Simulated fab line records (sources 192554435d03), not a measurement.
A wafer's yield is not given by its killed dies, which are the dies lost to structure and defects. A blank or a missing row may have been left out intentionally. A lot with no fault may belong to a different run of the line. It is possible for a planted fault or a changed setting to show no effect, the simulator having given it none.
Chamber matching || flow n5_finfet || N5_DUMMY_GATE_ETCH_44 on rie_si-01 has 4 sister chambers
The step etches poly-Si in HBr/O2, stops on SiO2, target depth 127.5 nm. 4 wafers are shown with their chamber, then 12 later ones without.

WAFERS PAIRED WITH THEIR CHAMBERS
{"wafer": "L083.4", "chamber": 2, "throttle_valve_pct (%)": 18.37}
{"wafer": "L086.3", "chamber": 0, "throttle_valve_pct (%)": 18.58}
{"wafer": "L086.4", "chamber": 3, "throttle_valve_pct (%)": 18.25}
{"wafer": "L086.5", "chamber": 1, "throttle_valve_pct (%)": 18.28}

WAFERS MISSING THEIR CHAMBER
{"wafer": "L087.3", "throttle_valve_pct (%)": 18.38}
{"wafer": "L087.4", "throttle_valve_pct (%)": 18.28}
{"wafer": "L087.5", "throttle_valve_pct (%)": 18.27}
{"wafer": "L088.2", "throttle_valve_pct (%)": 18.27}
{"wafer": "L088.4", "throttle_valve_pct (%)": 18.26}
{"wafer": "L088.5", "throttle_valve_pct (%)": 18.56}
{"wafer": "L092.1", "throttle_valve_pct (%)": 18.39}
{"wafer": "L092.2", "throttle_valve_pct (%)": 18.56}
{"wafer": "L092.3", "throttle_valve_pct (%)": 18.26}
{"wafer": "L097.2", "throttle_valve_pct (%)": 18.58}
{"wafer": "L097.4", "throttle_valve_pct (%)": 18.26}
{"wafer": "L097.5", "throttle_valve_pct (%)": 18.25}

THE CHAMBER EACH PASSED THROUGH
{"wafer": "L087.3", "from the rows above": 2, "in truth": 2}
{"wafer": "L087.4", "from the rows above": 1, "in truth": 1}
{"wafer": "L087.5", "from the rows above": "can't be placed: 1 or 3", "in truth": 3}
{"wafer": "L088.2", "from the rows above": "can't be placed: 1 or 3", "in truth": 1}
{"wafer": "L088.4", "from the rows above": "can't be placed: 3 or 1", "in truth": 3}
{"wafer": "L088.5", "from the rows above": 0, "in truth": 0}
{"wafer": "L092.1", "from the rows above": 2, "in truth": 2}
{"wafer": "L092.2", "from the rows above": 0, "in truth": 0}
{"wafer": "L092.3", "from the rows above": "can't be placed: 3 or 1", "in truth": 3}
{"wafer": "L097.2", "from the rows above": 0, "in truth": 0}
{"wafer": "L097.4", "from the rows above": "can't be placed: 3 or 1", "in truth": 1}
{"wafer": "L097.5", "from the rows above": 3, "in truth": 3}
Correct placement for 7 of the 12. Unplaceable from these rows: 5, with the true chamber sitting among the candidates in 5. Placed wrongly: 0.
How it was worked out, from the rows above alone: a wafer's distance from a chamber is the root of the sum, over the readings, of the square of ((its reading less the chamber's mean) divided by the reading's scatter). The wafer belongs to the nearest chamber; if the next one is less than 2 further off, it can't be placed. The mean given for a chamber averages the wafers shown for that chamber. The scatter: root of mean squared gap, hidden wafer to nearest shown wafer, with one shown wafer a chamber.
